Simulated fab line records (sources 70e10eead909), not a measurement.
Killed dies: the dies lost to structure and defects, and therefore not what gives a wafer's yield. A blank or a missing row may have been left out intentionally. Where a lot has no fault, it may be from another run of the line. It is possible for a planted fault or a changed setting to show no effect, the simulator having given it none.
Matching of chambers :: flow nandHarc :: NHARC_THIN_TSV_ETCH_15 on rieSi-05: 4 sister chambers
The step target depth 3000 nm, bosch target overetch cycles 2, bosch etch step 2.8 s. 16 wafers are shown with their chamber, then 8 later ones without.

## WAFERS, EACH WITH ITS CHAMBER
wafer: L898.3
chamber: 1
drypumpMotorCurrentA (A): 5.66

wafer: L898.4
chamber: 2
drypumpMotorCurrentA (A): 5.27

wafer: L898.6
chamber: 0
drypumpMotorCurrentA (A): 6.30

wafer: L897.1
chamber: 1
drypumpMotorCurrentA (A): 5.64

wafer: L897.4
chamber: 3
drypumpMotorCurrentA (A): 5.31

wafer: L897.5
chamber: 1
drypumpMotorCurrentA (A): 5.67

wafer: L896.1
chamber: 2
drypumpMotorCurrentA (A): 5.27

wafer: L896.5
chamber: 1
drypumpMotorCurrentA (A): 5.68

wafer: L896.6
chamber: 2
drypumpMotorCurrentA (A): 5.24

wafer: L903.1
chamber: 0
drypumpMotorCurrentA (A): 6.27

wafer: L903.4
chamber: 3
drypumpMotorCurrentA (A): 5.30

wafer: L903.6
chamber: 0
drypumpMotorCurrentA (A): 6.26

wafer: L904.1
chamber: 3
drypumpMotorCurrentA (A): 5.29

wafer: L904.3
chamber: 2
drypumpMotorCurrentA (A): 5.26

wafer: L904.5
chamber: 2
drypumpMotorCurrentA (A): 5.26

wafer: L909.1
chamber: 0
drypumpMotorCurrentA (A): 6.27

SIGNATURES (averages over the wafers above)
reading: drypumpMotorCurrentA
chamber 0: 6.2750
chamber 1: 5.6625
chamber 2: 5.2600
chamber 3: 5.3000
scatter within a chamber: 0.0146
Rule: a wafer's distance from a chamber is the root of the sum, over the readings, of the square of ((its reading less the chamber's mean) divided by the reading's scatter). The wafer belongs to the nearest chamber; if the next one is less than 2 further off, it can't be placed. The scatter: the root of (the sum of the squares of (reading less its chamber's mean) over the shown wafers, divided by (wafers less chambers)).

## WAFERS WITH NO CHAMBER GIVEN
wafer: L909.5
drypumpMotorCurrentA (A): 6.22

wafer: L909.6
drypumpMotorCurrentA (A): 5.68

wafer: L910.1
drypumpMotorCurrentA (A): 5.32

wafer: L910.3
drypumpMotorCurrentA (A): 6.26

wafer: L910.6
drypumpMotorCurrentA (A): 5.66

wafer: L917.3
drypumpMotorCurrentA (A): 5.29

wafer: L917.5
drypumpMotorCurrentA (A): 5.69

wafer: L917.6
drypumpMotorCurrentA (A): 5.27

## WHICH CHAMBER EACH ONE RAN IN
wafer: L909.5
from the rows above: 0
in truth: 0

wafer: L909.6
from the rows above: 1
in truth: 1

wafer: L910.1
from the rows above: 3
in truth: 3

wafer: L910.3
from the rows above: 0
in truth: 0

wafer: L910.6
from the rows above: 1
in truth: 1

wafer: L917.3
from the rows above: can't be placed: 3 or 2
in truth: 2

wafer: L917.5
from the rows above: 1
in truth: 1

wafer: L917.6
from the rows above: can't be placed: 2 or 3
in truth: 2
Correctly placed: 6 of 8. These rows do not allow placing 2 (true chamber among the candidates in 2). Placed wrongly: 0.
